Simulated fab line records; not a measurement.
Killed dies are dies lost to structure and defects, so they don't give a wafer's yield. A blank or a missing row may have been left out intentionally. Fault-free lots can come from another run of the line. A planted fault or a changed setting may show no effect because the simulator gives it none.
fab line records	flow nand-harc
[record] lots = 24	wafers = 72	last-day = 25
route steps=1159 shown P_ZERO_WELL@19 P_GATE@146 P_M2@334 P_BONDPAD@365
lots untouched by any fault: they come from a run of this same line in which no faults occurred
start-h: hours from the record's first day to the start of the lot's first wafer shown	wait-h: hours elapsed since this lot's preceding step	" repeats the value in the row above	L1.1+2: a single row standing in for several wafers	- no value, or no start given	* or withheld: withheld	< > ~ a bound
route shown NAME@n: names a module that has steps shown in the file, with the first one's number in the route	usual: mean/standard deviation taken from wafers without a fault	same: alike in all rows	chamber/n: place in a boat	sites: each site's reading	_std_site: how widely they spread, as a standard deviation	_edge_site: mean of outer sites minus mean of inner sites	radius-mm: how far each site lies from the wafer's centre	mask NAME#n: copy n	behind: the tool/chamber that last shaped the wafer	hold: cause of the lot's hold/its duration in hours/its outcome	device: which transistor (n, p or np) failed to switch	end of line: tests run on the same wafers once the route is complete	for a step that has no rows: nothing shown but its recipe	killed: dies lost to structure and defects at the first sort, not the wafer's yield	map: a wafer's dies, x killed, . not, _ none there
set.NAME: the setting the step ran with; set.NAME@STEP: the setting that earlier step ran with	model.NAME: the simulator's own value behind a step, which no gauge read
a sample of lots followed through the steps of the route, with each step as a table and each wafer as a row
services: a tool's chamber out of use, with start hour (start-h, from the record's first day; less than 0 if before it), hours out, and reason
[[steps]]
[step NHARC_P_ZERO_WELL_ETCH_63]
[recipe] target-depth-a = 1200	time-s = 40.1	hbr-flow-sccm = 150	cl2-flow-sccm = 50	rf-w = 400	icp-w = 400	bias-w = 100	chemistry = HBr/Cl2
[usual] chamber-pressure-mTorr = 15.000/0.013	drypump-motor-current-A = 5.8/0.3	oes-product-au = 0.995/0.021	throttle-valve-pct = 26.406/0.0099
lot.wafer	tool	chamber	start-h	wait-h	chamber-pressure-mTorr	drypump-motor-current-A	oes-product-au	rf-hours-counter-h	throttle-valve-pct
L074.2	rie-si-04	2	13.70	-	15.008	6.1	0.985	0.8	26.405
L074.1	"	3	"	"	15.008	5.7	1.016	0.7	26.418
L074.6	"	1	"	"	15.004	5.5	1.008	-	26.405
L075.2	rie-si-04	1	19.63	-	14.986	5.5	1.014	0.7	26.395
L075.4	"	3	"	"	14.994	5.7	1.006	0.8	26.397
L075.5	"	0	"	"	14.999	5.9	0.997	-	26.400
L076.3	rie-si-03	2	25.69	-	14.984	5.9	0.993	0.4	26.409
L076.1	"	3	"	"	14.995	5.5	0.963	0.3	26.420
L076.6	"	1	"	"	15.008	6.2	0.956	-	26.399
L077.2	rie-si-03	3	31.69	-	14.996	5.5	0.969	0.4	26.409
L077.4	"	0	"	"	15.016	5.3	0.973	0.4	26.402
L077.6	"	0	"	"	15.008	5.2	0.974	-	26.395
L078.1	rie-si-04	3	37.65	-	14.998	5.7	1.011	0.9	26.404
L078.4	"	0	"	"	14.970	5.9	1.012	0.8	26.402
L078.2	"	1	"	"	15.003	5.5	1.006	0.9	26.435
L079.1	rie-si-03	1	43.60	-	15.003	6.2	0.970	0.6	26.406
L079.3	"	2	"	"	15.003	5.9	1.001	0.5	26.423
L079.6	"	2	"	"	14.970	5.9	1.002	-	26.386
L080.1	rie-si-03	2	49.64	-	15.003	5.9	0.994	0.5	26.399
L080.6	"	2	"	"	14.993	5.9	1.002	-	26.416
L080.5	"	3	"	"	15.008	5.5	0.958	-	26.393
L081.4	rie-si-04	0	55.66	-	14.980	5.9	1.003	0.9	26.394
L081.2	"	1	"	"	14.989	5.5	1.009	0.9	26.408
L081.5	"	1	"	"	14.999	5.5	1.020	-	26.387
L082.4	rie-si-04	3	61.66	-	15.005	5.7	1.015	1.0	26.395
L082.3	"	0	"	"	15.003	5.9	1.012	0.9	26.412
L082.1	"	1	"	"	14.990	5.5	1.022	1.0	26.402
L083.4	rie-si-01	3	67.88	-	14.981	5.4	0.977	1.0	26.406
L083.3	"	0	"	"	15.005	5.4	1.012	0.9	26.418
L083.2	"	1	"	"	15.012	5.6	0.992	0.9	26.416
L084.2	rie-si-03	1	73.56	-	15.008	6.1	0.959	0.8	26.416
L084.1	"	0	"	"	14.995	5.3	0.990	0.7	26.413
L084.6	"	1	"	"	15.001	6.2	0.959	-	26.403
L085.1	rie-si-03	1	79.70	-	14.985	6.2	0.972	0.9	26.397
L085.6	"	1	"	"	15.000	6.2	0.957	-	26.408
L085.5	"	2	"	"	15.006	5.8	1.005	-	26.416
L086.4	rie-si-03	1	85.65	-	14.982	6.2	0.951	0.9	26.413
L086.1	"	2	"	"	14.991	5.9	1.004	1.0	26.422
L086.2	"	3	"	"	15.007	5.5	0.968	0.8	26.408
L087.3	rie-si-03	0	91.66	-	14.995	5.3	0.991	0.8	26.412
L087.2	"	1	"	"	15.011	6.1	0.960	1.0	26.403
L087.4	"	2	"	"	14.997	5.9	1.008	1.0	26.398
L088.3	rie-si-04	0	97.66	-	15.007	5.9	1.010	1.3	26.429
L088.1	"	2	"	"	15.008	6.1	0.989	1.5	26.403
L088.4	"	3	"	"	14.972	5.7	1.005	1.4	26.412
L089.2	rie-si-03	2	103.56	-	15.007	5.9	1.007	1.1	26.409
L089.4	"	1	"	"	15.038	6.2	0.960	1.0	26.394
L089.6	"	2	"	"	14.993	5.9	1.011	-	26.412
L090.1	rie-si-04	3	109.55	-	15.026	5.7	1.018	0.0	26.409
L090.2	"	0	"	"	14.983	5.9	1.002	0.0	26.399
L090.4	"	1	"	"	15.007	5.5	0.989	0.0	26.401
L091.1	rie-si-01	1	115.63	-	15.030	5.6	1.005	1.3	26.411
L091.3	"	3	"	"	15.011	5.4	0.988	1.4	26.395
L091.5	"	1	"	"	14.988	5.6	1.006	-	26.422
L092.4	rie-si-04	3	121.85	-	14.999	5.7	1.028	0.1	26.413
L092.2	"	1	"	"	14.999	5.5	1.015	0.1	26.389
L092.5	"	2	"	"	15.000	6.1	0.989	-	26.414
L093.3	rie-si-04	3	127.68	-	14.991	5.7	1.017	0.2	26.408
L093.2	"	1	"	"	14.996	5.5	0.995	0.1	26.406
L093.5	"	3	"	"	14.986	5.7	1.027	-	26.422
L094.1	rie-si-04	3	133.58	-	14.990	5.8	1.022	0.3	26.428
L094.3	"	0	"	"	15.011	5.9	1.022	0.2	26.416
L094.5	"	2	"	"	14.981	6.0	0.986	-	26.408
L095.4	rie-si-04	3	139.63	-	14.999	5.7	1.016	0.4	26.403
L095.1	"	0	"	"	15.032	5.9	1.000	0.2	26.411
L095.6	"	3	"	"	14.998	5.7	1.019	-	26.418
L096.1	rie-si-04	0	145.55	-	15.011	5.9	1.009	0.3	26.401
L096.5	"	2	"	"	14.988	6.1	0.988	-	26.400
L096.6	"	3	"	"	15.020	5.7	1.010	-	26.428
L097.4	rie-si-01	3	151.54	-	15.021	5.4	0.994	0.1	26.396
L097.2	"	1	"	"	15.015	5.6	1.010	0.1	26.406
L097.5	"	2	"	"	15.011	6.3	1.003	-	26.387
[step NHARC_P_GATE_HM_OPEN_105]
[recipe] target-depth-a = 3600	o2-flow-sccm = 400	cos-flow-sccm = 20	ar-flow-sccm = 0	rf-w = 500	bias-w = 300	chemistry = O2/COS
[usual] chamber-pressure-mTorr = 19.997/0.018	drypump-motor-current-A = 5.87/0.3	oes-product-au = 0.996/0.014	rf-vpp-V = 466.6/3	showerhead-plenum-p-Torr = 3.09/0.14	throttle-valve-pct = 28.329/0.008
lot.wafer	tool	chamber	start-h	wait-h	chamber-pressure-mTorr	drypump-motor-current-A	oes-product-au	rf-hours-counter-h	rf-vpp-V	showerhead-plenum-p-Torr	throttle-valve-pct
L074.2	rie-diel-06	2	-	-	19.985	5.64	0.987	5	470.7	3.30	28.341
L074.1	"	3	"	"	19.989	6.05	1.011	4	462.6	2.92	28.319
L074.6	"	0	"	"	19.995	5.41	0.988	-	466.5	3.01	28.327
L075.4	rie-diel-03	2	-	-	20.006	5.92	1.016	15	462.0	2.95	28.332
L075.2	"	0	"	"	19.993	6.08	0.979	18	465.8	3.05	28.340
L075.5	"	2	"	"	20.017	5.91	1.006	-	462.7	2.95	28.318
L077.2	rie-diel-06	0	-	-	20.020	5.38	0.985	6	464.8	3.01	28.345
L077.4	"	2	"	"	20.014	5.63	0.987	7	471.5	3.30	28.320
L077.6	"	0	"	"	19.995	5.40	0.991	-	465.3	3.01	28.330
L076.1	rie-diel-03	3	-	-	19.972	6.19	0.980	22	469.2	3.27	28.325
L076.3	"	1	"	"	19.955	6.40	0.988	21	466.5	3.06	28.331
L076.6	"	3	"	"	19.984	6.17	0.998	-	470.3	3.27	28.326
L078.4	rie-diel-03	1	-	-	20.008	6.38	0.979	25	466.0	3.06	28.333
L078.2	"	3	"	"	19.993	6.19	0.982	25	469.5	3.26	28.334
L078.1	"	0	"	"	19.982	6.09	0.969	25	465.4	3.04	28.328
L079.1	rie-diel-13	1	-	-	20.026	5.79	1.002	5	463.5	3.01	28.334
L079.3	"	2	"	"	19.978	5.19	0.998	4	472.9	3.37	28.326
L079.6	"	1	"	"	20.021	5.79	0.995	-	466.5	3.01	28.343
L080.1	rie-diel-03	0	-	-	20.011	6.10	0.980	31	466.2	3.04	28.332
L080.5	"	2	"	"	19.985	5.93	1.004	-	463.5	2.94	28.329
L080.6	"	0	"	"	20.021	6.10	0.984	-	465.3	3.04	28.333
L081.2	rie-diel-06	3	-	-	19.993	6.06	1.003	13	462.1	2.92	28.321
L081.4	"	0	"	"	20.005	5.39	0.979	12	464.5	3.00	28.336
L081.5	"	2	"	"	20.013	5.61	0.985	-	470.4	3.29	28.341
L082.3	rie-diel-06	2	-	-	20.000	5.63	0.986	14	471.1	3.29	28.351
L082.1	"	0	"	"	20.015	5.38	0.992	13	464.3	3.00	28.325
L082.4	"	1	"	"	19.999	5.81	1.006	13	467.3	3.14	28.332
L084.1	rie-diel-06	0	-	-	20.002	5.36	0.991	15	463.8	3.00	28.329
L084.2	"	1	"	"	20.018	5.84	1.014	16	468.7	3.13	28.342
L084.6	"	0	"	"	20.005	5.38	0.988	-	464.3	3.00	28.326
L083.3	rie-diel-06	3	-	-	19.986	6.06	1.017	16	462.1	2.92	28.327
L083.4	"	0	"	"	19.994	5.40	0.971	15	465.1	3.00	28.341
L083.2	"	1	"	"	20.026	5.84	1.003	16	467.6	3.13	28.330
L085.1	rie-diel-03	1	-	-	19.957	6.38	0.986	38	465.7	3.05	28.321
L085.5	"	2	"	"	20.005	5.91	1.003	-	462.8	2.94	28.329
L085.6	"	3	"	"	19.993	6.19	0.995	-	470.2	3.26	28.338
L086.2	rie-diel-06	1	-	-	20.001	5.86	0.998	18	466.5	3.13	28.314
L086.1	"	3	"	"	19.980	6.09	1.009	19	462.0	2.92	28.330
L086.4	"	0	"	"	19.982	5.39	0.982	18	465.3	3.00	28.321
L087.3	rie-diel-03	1	-	-	19.979	6.36	0.981	45	466.6	3.05	28.330
L087.2	"	3	"	"	20.021	6.19	1.000	38	469.8	3.26	28.330
L087.4	"	0	"	"	20.007	6.10	0.993	45	465.9	3.04	28.322
L088.3	rie-diel-06	2	-	-	19.969	5.62	0.990	21	470.8	3.29	28.333
L088.4	"	3	"	"	20.004	6.06	1.017	21	463.4	2.92	28.333
L088.1	"	1	"	"	19.988	5.82	1.011	20	468.3	3.13	28.335
L089.2	rie-diel-06	2	-	-	20.010	5.60	0.990	21	469.0	3.29	28.319
L089.4	"	3	"	"	20.016	6.04	1.017	21	464.6	2.92	28.315
L089.6	"	0	"	"	20.000	5.37	0.981	-	464.2	3.00	28.325
L090.2	rie-diel-03	3	-	-	20.003	6.17	1.001	46	470.7	3.25	28.338
L090.1	"	1	"	"	20.007	6.36	0.994	50	464.9	3.04	28.331
L090.4	"	2	"	"	20.017	5.93	1.018	-	462.5	2.93	28.318
L091.3	rie-diel-06	1	-	-	20.038	5.84	1.004	23	467.2	3.13	28.334
L091.1	"	2	"	"	19.978	5.63	0.999	23	471.2	3.29	28.323
L091.5	"	1	"	"	20.016	5.83	1.016	-	466.9	3.13	28.333
L092.4	rie-diel-03	2	-	-	19.979	5.92	1.010	53	463.2	2.93	28.323
L092.2	"	3	"	"	19.988	6.20	0.988	47	470.1	3.25	28.327
L092.5	"	2	"	"	20.030	5.91	1.007	-	463.8	2.93	28.313
L094.1	rie-diel-03	1	-	-	20.011	6.37	0.995	56	467.0	3.04	28.330
L094.3	"	0	"	"	20.017	6.07	0.992	57	465.7	3.03	28.324
L094.5	"	1	"	"	19.990	6.37	0.993	-	466.3	3.04	28.330
L093.3	rie-diel-06	1	-	-	19.983	5.84	1.010	26	467.7	3.13	28.332
L093.2	"	0	"	"	19.993	5.35	0.986	26	465.4	3.00	28.325
L093.5	"	2	"	"	20.005	5.61	0.982	-	469.7	3.29	28.324
L096.1	rie-diel-06	2	-	-	20.010	5.61	0.970	28	470.5	3.29	28.332
L096.5	"	2	"	"	20.013	5.64	0.962	-	470.9	3.29	28.336
L096.6	"	1	"	"	20.007	5.84	1.011	-	468.2	3.13	28.326
L095.1	rie-diel-06	1	-	-	20.007	5.83	1.012	28	467.9	3.13	28.314
L095.6	"	1	"	"	19.990	5.81	1.013	-	467.8	3.13	28.332
L095.4	"	2	"	"	19.996	5.62	0.975	-	470.7	3.29	28.344
L097.2	rie-diel-06	2	-	-	19.950	5.63	0.978	30	470.8	3.29	28.325
L097.4	"	0	"	"	19.981	5.41	0.994	29	465.0	3.00	28.324
L097.5	"	2	"	"	20.018	5.62	0.969	-	469.8	3.29	28.322
[step NHARC_P_GATE_DESCUM_48]
[recipe] time-s = 3	o2-flow-sccm = 200	ar-flow-sccm = 0	bias-power-w = 0	chemistry = O2
[usual] chamber-pressure-mTorr = 60.00/0.057	drypump-motor-current-A = 5.7/0.3	oes-product-au = 0.996/0.013	rf-vpp-V = 57.7/0.91	showerhead-plenum-p-Torr = 1.89/0.097	throttle-valve-pct = 11.311/0.0092
[same] bias-power-w = 0
lot.wafer	tool	chamber	start-h	wait-h	chamber-pressure-mTorr	drypump-motor-current-A	oes-product-au	rf-hours-counter-h	rf-vpp-V	showerhead-plenum-p-Torr	throttle-valve-pct
L074.1	rie-diel-06	3	103.82	-	59.90	6.0	1.021	6	57.3	1.78	11.324
L074.2	"	0	"	"	60.08	5.4	0.978	6	58.8	1.84	11.319
L074.6	"	3	"	"	60.04	6.0	1.011	-	56.0	1.78	11.322
L075.2	rie-diel-06	3	103.98	-	60.01	6.0	1.010	6	56.9	1.78	11.333
L075.4	"	2	"	"	60.03	5.6	0.981	7	57.9	2.03	11.311
L075.5	"	0	"	"	59.92	5.4	0.977	-	58.1	1.84	11.305
L077.2	rie-diel-06	2	117.05	-	60.07	5.6	0.990	11	58.1	2.03	11.326
L077.4	"	1	"	"	59.97	5.8	1.006	11	58.1	1.92	11.312
L077.6	"	2	"	"	59.95	5.6	0.983	-	57.6	2.03	11.319
L076.3	rie-diel-13	3	124.50	-	60.10	6.1	0.985	1	59.5	1.79	11.307
L076.1	"	0	"	"	60.03	6.0	0.977	5	56.9	1.92	11.316
L076.6	"	2	"	"	59.94	5.2	1.000	-	58.4	2.07	11.321
L078.2	rie-diel-13	1	124.65	-	59.95	5.8	1.004	5	58.6	1.84	11.301
L078.1	"	2	"	"	60.03	5.2	0.992	5	57.0	2.07	11.301
L078.4	"	0	"	"	59.87	5.9	0.971	5	57.5	1.92	11.325
L079.1	rie-diel-06	1	138.05	-	59.98	5.8	1.020	14	56.8	1.92	11.310
L079.3	"	3	"	"	59.98	6.1	1.021	14	56.7	1.78	11.306
L079.6	"	0	"	"	60.04	5.4	0.993	-	57.6	1.84	11.310
L080.1	rie-diel-06	3	141.69	-	59.99	6.0	1.002	15	58.0	1.78	11.330
L080.5	"	3	"	"	60.04	6.1	1.014	-	56.6	1.78	11.315
L080.6	"	0	"	"	59.99	5.4	0.980	-	56.4	1.84	11.318
L081.2	rie-diel-03	1	141.86	-	59.94	6.3	0.988	36	58.0	1.87	11.322
L081.5	"	1	"	"	60.06	6.4	0.992	-	57.1	1.87	11.310
L081.4	"	2	"	"	59.99	5.9	1.010	-	57.8	1.79	11.308
L082.1	rie-diel-13	2	149.29	-	60.02	5.2	1.007	15	59.2	2.07	11.307
L082.4	"	3	"	"	60.03	6.1	1.004	9	57.0	1.79	11.307
L082.3	"	1	"	"	60.01	5.8	0.987	15	57.6	1.84	11.323
L084.2	rie-diel-06	0	160.80	-	59.97	5.4	0.992	16	55.3	1.84	11.312
L084.1	"	1	"	"	59.93	5.8	1.010	17	59.4	1.92	11.326
L084.6	"	0	"	"	59.98	5.4	0.983	-	59.2	1.84	11.292
L083.3	rie-diel-13	1	163.23	-	59.91	5.8	0.986	21	57.8	1.84	11.313
L083.4	"	2	"	"	60.01	5.2	0.998	21	57.9	2.07	11.303
L083.2	"	3	"	"	59.94	6.1	0.993	16	57.6	1.79	11.312
L085.1	rie-diel-13	2	166.77	-	60.01	5.2	0.994	22	60.3	2.07	11.316
L085.5	"	2	"	"	60.05	5.2	0.995	-	58.9	2.07	11.314
L085.6	"	3	"	"	59.98	6.1	1.003	-	56.5	1.79	11.308
L086.4	rie-diel-06	0	178.72	-	60.01	5.4	0.980	21	57.9	1.83	11.310
L086.1	"	1	"	"	60.03	5.8	1.007	21	56.7	1.92	11.318
L086.2	"	2	"	"	60.06	5.6	0.992	21	56.8	2.02	11.306
L087.2	rie-diel-06	0	179.26	-	59.91	5.4	0.992	21	58.8	1.83	11.302
L087.4	"	1	"	"	59.93	5.8	1.010	21	58.0	1.92	11.308
L087.3	"	3	"	"	60.01	6.1	1.013	22	57.5	1.78	11.294
L088.3	rie-diel-06	0	188.33	-	60.04	5.4	0.994	22	56.5	1.83	11.292
L088.4	"	1	"	"	60.11	5.8	1.011	22	57.4	1.92	11.325
L088.1	"	2	"	"	59.88	5.6	0.984	22	58.7	2.02	11.300
L089.4	rie-diel-13	0	188.48	-	60.03	5.9	0.981	26	58.0	1.92	11.309
L089.2	"	3	"	"	59.98	6.0	0.999	22	58.6	1.79	11.317
L089.6	"	0	"	"	60.01	5.9	0.976	-	58.9	1.92	11.301
L090.2	rie-diel-06	2	198.65	-	59.99	5.6	0.978	24	59.1	2.02	11.330
L090.4	"	3	"	"	59.95	6.0	1.015	24	56.2	1.78	11.310
L090.1	"	0	"	"	59.90	5.4	1.011	24	57.0	1.83	11.311
L091.3	rie-diel-13	1	204.34	-	59.99	5.8	1.005	32	58.5	1.83	11.323
L091.1	"	3	"	"	59.95	6.0	1.000	25	56.1	1.79	11.312
L091.5	"	0	"	"	60.02	5.9	0.988	-	58.4	1.91	11.306
L092.2	rie-diel-06	2	204.49	-	60.03	5.6	0.976	25	59.5	2.02	11.306
L092.4	"	3	"	"	60.04	6.0	1.008	25	57.9	1.78	11.330
L092.5	"	1	"	"	60.09	5.8	1.001	-	58.6	1.92	11.316
L094.3	rie-diel-06	0	222.47	-	60.03	5.4	0.979	27	57.7	1.83	11.306
L094.1	"	1	"	"	59.81	5.8	1.008	28	57.8	1.92	11.313
L094.5	"	3	"	"	59.97	6.0	1.005	-	58.4	1.78	11.316
L093.2	rie-diel-06	3	222.91	-	60.00	6.1	1.002	27	56.1	1.78	11.317
L093.3	"	0	"	"	59.92	5.3	0.986	27	58.0	1.83	11.314
L093.5	"	2	"	"	60.03	5.6	0.984	-	58.0	2.02	11.313
L096.1	rie-diel-06	1	231.96	-	59.94	5.8	0.994	31	55.8	1.92	11.344
L096.6	"	0	"	"	60.01	5.4	0.989	-	57.9	1.83	11.314
L096.5	"	1	"	"	59.96	5.8	1.004	-	58.3	1.92	11.289
L095.1	rie-diel-06	3	232.19	-	60.05	6.0	1.015	29	57.3	1.78	11.319
L095.4	"	0	"	"	59.98	5.4	0.988	29	57.2	1.83	11.312
L095.6	"	2	"	"	59.94	5.6	0.986	-	57.9	2.02	11.290
L097.4	rie-diel-13	2	243.69	-	60.00	5.2	1.005	47	57.5	2.06	11.320
L097.2	"	3	"	"	60.00	6.1	0.998	42	56.5	1.78	11.303
L097.5	"	2	"	"	59.93	5.1	1.009	-	57.8	2.06	11.320
[step NHARC_P_M2_CD_MEAS_16]
[usual] cd-nm = 169.7/0.9
lot.wafer	tool	chamber	start-h	wait-h	cd-nm
L074.1	cd-sem-03	-	125.20	-	171.0
L074.2	"	-	"	"	170.0
L074.6	"	-	"	"	170.9
L075.2	cd-sem-03	-	129.54	-	169.9
L075.4	"	-	"	"	169.9
L075.5	"	-	"	"	169.1
L077.2	cd-sem-01	-	142.24	-	168.7
L077.4	"	-	"	"	169.7
L077.6	"	-	"	"	171.4
L076.1	cd-sem-01	-	145.26	-	170.2
L076.3	"	-	"	"	169.5
L076.6	"	-	"	"	170.7
L078.1	cd-sem-01	-	146.21	-	169.2
L078.2	"	-	"	"	168.5
L078.4	"	-	"	"	170.5
L079.1	cd-sem-02	-	159.94	-	168.8
L079.3	"	-	"	"	168.3
L079.6	"	-	"	"	171.0
L080.1	cd-sem-02	-	163.67	-	168.8
L080.5	"	-	"	"	171.0
L080.6	"	-	"	"	169.2
L081.2	cd-sem-03	-	164.49	-	169.2
L081.4	"	-	"	"	168.4
L081.5	"	-	"	"	171.7
L082.1	cd-sem-01	-	177.35	-	169.7
L082.3	"	-	"	"	169.0
L082.4	"	-	"	"	169.5
L084.1	cd-sem-01	-	182.37	-	169.7
L084.2	"	-	"	"	170.5
L084.6	"	-	"	"	168.7
L083.2	cd-sem-02	-	185.10	-	170.3
L083.3	"	-	"	"	170.4
L083.4	"	-	"	"	170.8
L085.1	cd-sem-01	-	187.64	-	169.1
L085.5	"	-	"	"	168.9
L085.6	"	-	"	"	169.1
L086.1	cd-sem-01	-	203.38	-	169.4
L086.2	"	-	"	"	171.6
L086.4	"	-	"	"	170.4
L087.2	cd-sem-03	-	204.33	-	170.2
L087.3	"	-	"	"	168.9
L087.4	"	-	"	"	168.4
L088.1	cd-sem-02	-	215.64	-	169.6
L088.3	"	-	"	"	168.6
L088.4	"	-	"	"	170.5
L089.2	cd-sem-02	-	216.29	-	169.2
L089.4	"	-	"	"	169.0
L089.6	"	-	"	"	170.1
L090.1	cd-sem-02	-	220.11	-	170.1
L090.2	"	-	"	"	170.4
L090.4	"	-	"	"	170.2
L091.1	cd-sem-02	-	226.47	-	171.3
L091.3	"	-	"	"	169.1
L091.5	"	-	"	"	169.5
L092.2	cd-sem-01	-	227.21	-	171.0
L092.4	"	-	"	"	170.9
L092.5	"	-	"	"	171.1
L094.1	cd-sem-03	-	249.34	-	168.5
L094.3	"	-	"	"	169.7
L094.5	"	-	"	"	170.2
L093.2	cd-sem-01	-	249.95	-	169.6
L093.3	"	-	"	"	169.2
L093.5	"	-	"	"	169.3
L096.1	cd-sem-02	-	252.95	-	169.6
L096.5	"	-	"	"	168.9
L096.6	"	-	"	"	169.0
L095.1	cd-sem-03	-	253.24	-	172.8
L095.4	"	-	"	"	169.8
L095.6	"	-	"	"	169.8
L097.2	cd-sem-03	-	266.30	-	169.8
L097.4	"	-	"	"	169.7
L097.5	"	-	"	"	168.1
[step NHARC_P_M2_PRE_CLEAN_32]
[recipe] time-s = 12	temp-c = 370	rf-power-w = 300	gas = NH3
[usual] heater-power-w = 628/86
lot.wafer	tool	chamber	start-h	wait-h	heater-power-w
L074.2	pecvd-02	1	127.54	0.1	662
L074.1	"	2	"	"	544
L074.6	"	1	"	"	666
L075.2	pecvd-04	1	131.97	0.1	611
L075.5	"	0	"	"	484
L075.4	"	1	"	"	624
L077.2	pecvd-04	2	144.66	0.1	627
L077.4	"	1	"	"	571
L077.6	"	0	"	"	478
L076.1	pecvd-04	0	147.61	0.1	512
L076.3	"	1	"	"	531
L076.6	"	2	"	"	599
L078.1	pecvd-02	0	148.57	0.1	567
L078.2	"	1	"	"	659
L078.4	"	0	"	"	580
L079.3	pecvd-01	1	162.32	0.1	790
L079.1	"	2	"	"	522
L079.6	"	1	"	"	757
L080.1	pecvd-01	0	166.11	0.1	648
L080.5	"	0	"	"	645
L080.6	"	1	"	"	720
L081.2	pecvd-04	0	166.89	0.1	455
L081.4	"	2	"	"	629
L081.5	"	1	"	"	649
L082.3	pecvd-01	1	179.68	0.1	719
L082.1	"	2	"	"	637
L082.4	"	1	"	"	711
L084.2	pecvd-01	2	184.84	0.1	595
L084.1	"	0	"	"	708
L084.6	"	2	"	"	603
L083.2	pecvd-01	0	187.44	0.1	687
L083.3	"	1	"	"	715
L083.4	"	1	"	"	755
L085.1	pecvd-02	0	190.07	0.1	635
L085.6	"	2	"	"	552
L085.5	"	1	"	"	688
L086.2	pecvd-01	0	205.79	0.1	764
L086.1	"	1	"	"	662
L086.4	"	0	"	"	754
L087.2	pecvd-01	0	206.70	0.1	662
L087.3	"	1	"	"	767
L087.4	"	1	"	"	776
L088.3	pecvd-01	2	217.98	0.1	564
L088.1	"	1	"	"	764
L088.4	"	2	"	"	566
L089.2	pecvd-04	1	218.70	0.1	648
L089.4	"	2	"	"	617
L089.6	"	0	"	"	490
L090.1	pecvd-01	0	222.52	0.1	724
L090.2	"	2	"	"	569
L090.4	"	2	"	"	563
L091.1	pecvd-01	2	228.83	0.1	619
L091.3	"	0	"	"	765
L091.5	"	2	"	"	598
L092.2	pecvd-04	2	229.56	0.1	597
L092.4	"	0	"	"	485
L092.5	"	1	"	"	627
L094.1	pecvd-04	1	251.70	0.1	603
L094.3	"	2	"	"	508
L094.5	"	0	"	"	490
L093.3	pecvd-01	1	252.46	0.2	748
L093.2	"	2	"	"	637
L093.5	"	1	"	"	738
L096.1	pecvd-04	1	255.30	0.1	578
L096.5	"	1	"	"	594
L096.6	"	2	"	"	595
L095.1	pecvd-02	2	255.61	0.1	625
L095.4	"	0	"	"	578
L095.6	"	1	"	"	661
L097.2	pecvd-01	1	268.81	0.1	733
L097.5	"	2	"	"	609
L097.4	"	0	"	"	634
[step NHARC_P_BONDPAD_OVL_MEAS_38]
[usual] overlay-x-nm = 2/6.7	overlay-y-nm = 1/5.4
lot.wafer	tool	chamber	start-h	wait-h	overlay-x-nm	overlay-y-nm
L074.1	overlay-01	-	129.35	-	-3	8
L074.2	"	-	"	"	-2	8
L074.6	"	-	"	"	-3	9
L075.2	overlay-02	-	133.76	-	8	2
L075.4	"	-	"	"	7	1
L075.5	"	-	"	"	8	1
L077.2	overlay-02	-	146.31	-	10	-5
L077.4	"	-	"	"	10	-5
L077.6	"	-	"	"	10	-5
L076.1	overlay-02	-	149.25	-	6	1
L076.3	"	-	"	"	6	1
L076.6	"	-	"	"	6	1
L078.1	overlay-01	-	150.37	-	4	3
L078.2	"	-	"	"	5	2
L078.4	"	-	"	"	4	2
L079.1	overlay-02	-	163.97	-	0	-1
L079.3	"	-	"	"	0	-2
L079.6	"	-	"	"	0	-1
L080.1	overlay-02	-	167.89	-	2	6
L080.5	"	-	"	"	3	7
L080.6	"	-	"	"	2	6
L081.2	overlay-02	-	168.69	-	-11	7
L081.4	"	-	"	"	-11	8
L081.5	"	-	"	"	-11	7
L082.1	overlay-02	-	181.49	-	2	2
L082.3	"	-	"	"	1	3
L082.4	"	-	"	"	2	3
L084.1	overlay-01	-	186.52	-	8	-3
L084.2	"	-	"	"	9	-4
L084.6	"	-	"	"	9	-4
L083.2	overlay-01	-	189.24	-	0	8
L083.3	"	-	"	"	0	8
L083.4	"	-	"	"	0	8
L085.1	overlay-01	-	191.86	-	2	2
L085.5	"	-	"	"	2	2
L085.6	"	-	"	"	2	2
L086.1	overlay-02	-	207.56	-	2	-7
L086.2	"	-	"	"	1	-7
L086.4	"	-	"	"	2	-6
L087.2	overlay-02	-	208.48	-	-10	13
L087.3	"	-	"	"	-10	13
L087.4	"	-	"	"	-10	13
L088.1	overlay-02	-	219.63	-	-9	-4
L088.3	"	-	"	"	-9	-3
L088.4	"	-	"	"	-9	-3
L089.2	overlay-01	-	220.54	-	6	1
L089.4	"	-	"	"	6	1
L089.6	"	-	"	"	6	1
L090.1	overlay-01	-	224.32	-	5	0
L090.2	"	-	"	"	5	0
L090.4	"	-	"	"	5	0
L091.1	overlay-02	-	230.61	-	15	-7
L091.3	"	-	"	"	15	-7
L091.5	"	-	"	"	14	-8
L092.2	overlay-01	-	231.38	-	7	-8
L092.4	"	-	"	"	8	-8
L092.5	"	-	"	"	8	-8
L094.1	overlay-01	-	253.38	-	-9	-2
L094.3	"	-	"	"	-9	-2
L094.5	"	-	"	"	-9	-1
L093.2	overlay-01	-	254.24	-	-7	-1
L093.3	"	-	"	"	-7	0
L093.5	"	-	"	"	-7	0
L096.1	overlay-01	-	257.09	-	4	-2
L096.5	"	-	"	"	4	-2
L096.6	"	-	"	"	4	-2
L095.1	overlay-02	-	257.40	-	9	7
L095.4	"	-	"	"	9	8
L095.6	"	-	"	"	9	7
L097.2	overlay-02	-	270.62	-	6	-5
L097.4	"	-	"	"	6	-5
L097.5	"	-	"	"	6	-5
[[services]]
tool	chamber	start-h	hours	kind
rie-diel-13	2	8.16	5.1	repair
pecvd-01	1	21.35	12.5	repair
rie-si-04	0	22.31	2.2	repair
rie-si-04	-	25.65	0.5	repair
rie-diel-06	1	35.10	10.7	repair
rie-diel-03	-	38.36	9.0	pm
rie-diel-06	0	38.96	7.2	repair
rie-diel-06	0	55.71	10.3	repair
pecvd-01	-	56.30	13.0	pm
rie-diel-06	-	64.20	9.0	pm
rie-si-04	-	99.00	9.0	pm
rie-diel-03	3	128.19	17.0	repair
rie-diel-03	-	133.56	1.2	repair
rie-diel-03	1	175.35	6.4	repair
rie-diel-03	0	183.12	4.2	repair
rie-si-04	3	185.07	5.1	repair
rie-diel-03	-	215.36	9.0	pm
rie-diel-06	0	215.89	4.2	repair
rie-diel-06	3	216.89	5.0	repair
pecvd-01	-	237.32	13.0	pm
rie-si-04	-	239.49	0.5	repair
rie-diel-06	-	241.20	9.0	pm
rie-si-04	2	255.16	3.3	repair
rie-diel-06	0	264.68	15.4	repair
[[key]]
fault none
